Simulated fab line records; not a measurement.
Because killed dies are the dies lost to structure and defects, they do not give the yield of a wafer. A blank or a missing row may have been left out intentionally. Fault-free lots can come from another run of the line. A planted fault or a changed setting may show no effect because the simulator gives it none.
A lot that was struck, set against a sound lot ; flow nandHarc ; 14 steps out of a route of 1302
Sound: wafers L138.1, L138.4, L138.6. Wafers struck: L131.1, L131.5, L131.6. The cause is named last.
For every step that has rows: the tool of each side, followed by ch and its chambers, followed by its first start. Under that, the readings that differ: sound wafers ; struck wafers ; difference of the means ; sigmas: that difference in standard deviations of wafers without a fault.
alike: a reading whose means differ by less than 2 such deviations, as well as words and numbers matching on both sides. not compared: withheld readings; readings where some wafer has no value; bounds like >300 that might hide an equal value; numbers whose values overlap and for which the record gives no deviation.
A row with sigmas, a row that says differs or no value, or rows on one side alone: a step with any of these is where the two part. Numbers that don't overlap but have no deviation are shown without sigmas and don't part them. A reading missing from all wafers of one side parts the sides only when that side holds two or more wafers.

first, 7 steps without rows for these wafers: NHARC_A_M1_COAT_34 (time 65 s); NHARC_A_M1_COAT_03 (resist thk 90 nm); NHARC_A_M1_SOFTBAKE_04 (time 55 s); NHARC_A_M1_EBR_05; NHARC_A_M1_EXPOSE_06 (exposes mask A M1, target cd 120 nm); NHARC_A_M1_PEB_07 (peb time 65 s); NHARC_A_M1_DEVELOP_08 (develop time 35 s).
NHARC_A_M1_CD_MEAS_09: the cd target is 120 nm.
  sound on cdSem-01 ch 0, day 29 03:18; struck on cdSem-01 ch 0, day 25 17:43
  alike: cdNm
NHARC_A_M1_OVL_MEAS_10: pitch 240 nm.
  sound: overlay-02 at day 29 03:23; struck: overlay-02 at day 25 17:48
  alike: overlayXNm, overlayYNm
NHARC_A_M1_INSPECT_11:
  sound: defectInspect-02 at day 29 03:25; struck: defectInspect-02 at day 25 17:50
  alike: rawDefectCount
NHARC_A_M1_DESCUM_14: chemistry O2, time 3 s.
  sound on rieDiel-02 ch 0,1,3, day 29 03:29; struck on rieDiel-04 ch 1,2,3, day 25 17:55
  alike: chamberPressureMTorr, drypumpMotorCurrentA, oesProductAu, rfVppV, showerheadPlenumPTorr, throttleValvePct
  not compared: rfHoursCounterH
NHARC_A_M1_ETCH_35: etches the open film in N2/H2, target depth 40 nm, overetch 12 nm, time 43.94 s.
  sound on rieDiel-02 ch 1,2,3, day 29 03:34; struck on rieDiel-04 ch 0,1,3, day 25 18:00
  alike: chamberPressureMTorr, drypumpMotorCurrentA, oesProductAu, rfFwdPowerW, rfVppV, showerheadPlenumPTorr, throttleValvePct
  not compared: rfHoursCounterH
NHARC_A_M1_ETCH_15: etches the open film in C4F8/Ar, target depth 182.5 nm, time 91.2 s.
  sound on rieDiel-02 ch 0,2, day 29 03:40; struck on rieDiel-04 ch 0,2,3, day 25 18:05
reading;sound;struck;difference;sigmas
oesProductAu (a.u.);0.902 0.942 0.928;0.876 0.876 0.855;-0.055;-2
rfFwdPowerW (W);597.8 595.1 597.5;496.8 498.2 498.8;-98.9;-49
  alike: chamberPressureMTorr, rfVppV
  not compared: rfHoursCounterH
NHARC_A_M1_CD_MEAS_16:
  sound: cdSem-01 at day 29 03:47; struck: cdSem-02 at day 25 18:12
  alike: cdNm

WHERE THEY PART
Only at NHARC_A_M1_ETCH_15, as far as this record shows. Later steps at which nothing parts them and some readings are alike: NHARC_A_M1_CD_MEAS_16.

WHY: whatever the simulator had introduced
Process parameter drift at NHARC_A_M1_ETCH_15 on rieDiel-04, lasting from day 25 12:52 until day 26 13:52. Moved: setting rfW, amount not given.
